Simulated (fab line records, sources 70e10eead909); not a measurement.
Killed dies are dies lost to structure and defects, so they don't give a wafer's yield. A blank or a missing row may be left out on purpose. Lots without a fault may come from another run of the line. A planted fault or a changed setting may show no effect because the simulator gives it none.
A struck lot beside a sound one | flow nand_harc | 13 steps out of a route of 1302
Sound: wafers L811.1, L811.4, L811.6. Struck: wafer L814.6. (L814.5 of the same lot was not struck and is left out.) The cause comes at the end.
At each step with rows: each side's tool, then ch and its chambers, then its first start. Under that, the readings that differ: sound wafers | struck wafers | difference of the means | sigmas: that difference in standard deviations of wafers without a fault.
alike: readings whose means differ by less than 2 such deviations, and words and numbers that are the same on both sides. not compared: withheld readings, readings that some wafer has no value for, bounds like >300 that may hide the same value, and numbers for which the record gives no deviation and whose values overlap.
The two part at a step that has a row with sigmas, a row that says differs or no value, or rows on one side only. Numbers that don't overlap but have no deviation are shown without sigmas and don't part them. A reading that every wafer of one side lacks parts them only if that side has two wafers or more.

first, 1 step without rows for these wafers: NHARC_A_SLIT_SRD_20.
NHARC_A_SLIT_CD_MEAS_21:
  sound on cd_sem-03, day 27 09:14; struck on cd_sem-03, day 28 07:05
  alike: cd_nm
then, 3 steps without rows for these wafers: NHARC_A_SIN_REMOVE_WET_00 (chemistry H3PO4, time 15300 s); NHARC_A_SIN_REMOVE_PRECLEAN_01 (cleans in SC1); NHARC_A_SIN_REMOVE_SRD_02.
NHARC_A_SIN_REMOVE_INSPECT_04:
  sound on defect_inspect-01, day 27 15:56; struck on defect_inspect-01, day 28 13:41
  alike: raw_defect_count
NHARC_A_WL_FILL_ALD_00: deposits Al2O3, target thk 3 nm, pulse time 3 s, ald cycles 30.
  sound on ald_hk-01 ch 1,2, day 27 16:03; struck on ald_hk-04 ch 2, day 28 13:52
  alike: heater_power_outer_w, heater_power_w, precursor_pulse_height_rel
NHARC_A_WL_FILL_RTA_01: time 5 s.
  sound on rtp_anneal-02 ch 0, day 27 16:17; struck on rtp_anneal-02 ch 0, day 28 14:08
  alike: lamp_power_pct, lamp_zone_2_pct, wafer_temp_C_max
NHARC_A_WL_FILL_ALD_02: deposits TiN, target thk 2 nm, pulse time 3 s, ald cycles 100.
  sound on ald_metal-03 ch 0,1, day 27 16:30; struck on ald_metal-03 ch 1, day 28 14:26
  alike: heater_power_outer_w, heater_power_w, precursor_pulse_height_rel
NHARC_A_WL_FILL_CVD_03: deposits W, target thk 40 nm, time 279 s.
  sound on cvd_w-01 ch 0, day 27 16:56; struck on cvd_w-01 ch 1, day 28 14:57
  alike: heater_power_outer_w, heater_power_w, mfc_wf6_sccm, throttle_valve_pct
NHARC_A_WL_FILL_ETCHBACK_04: etches the open film in NF3, target depth 60 nm, time 120 s.
  sound on rie_metal-01 ch 0,1, day 27 17:21; struck on rie_metal-02 ch 0, day 28 15:17
  reading          | sound             | struck | difference | sigmas
  run_length_s (s) | 141.4 141.5 141.7 | 78.4   | -63.1      | -99 or more
  alike: drypump_motor_current_A, oes_product_au
  not compared: rf_hours_counter_h
NHARC_A_WL_FILL_ETCHBACK_05: etches the open film in Cl2/BCl3, target depth 22 nm, time 60 s.
  sound on rie_metal-01 ch 1, day 27 17:33; struck on rie_metal-02 ch 1, day 28 15:26
  reading               | sound             | struck | difference | sigmas
  oes_product_au (a.u.) | 1.014 1.021 1.015 | 0.983  | -0.034     | -3
  alike: drypump_motor_current_A, run_length_s
  not compared: rf_hours_counter_h
-- the record jumps here: 4 days lie between the struck wafers' starts before and after (it left off in module A_WL_FILL and takes up again in module END, whose first step shown is number 1302 of the route) --
NHARC_END_SORT_01:
  the record has rows for the struck wafers here (prober-01 ch 0, day 32 23:14) and none for the sound ones

WHERE THEY PART
First at NHARC_A_WL_FILL_ETCHBACK_04; last, within this record, at NHARC_END_SORT_01.

WHY: what the simulator had put in
Process parameter drift: rie_metal-02, from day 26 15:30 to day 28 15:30, at NHARC_A_WL_FILL_ETCHBACK_04. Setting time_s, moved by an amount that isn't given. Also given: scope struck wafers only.
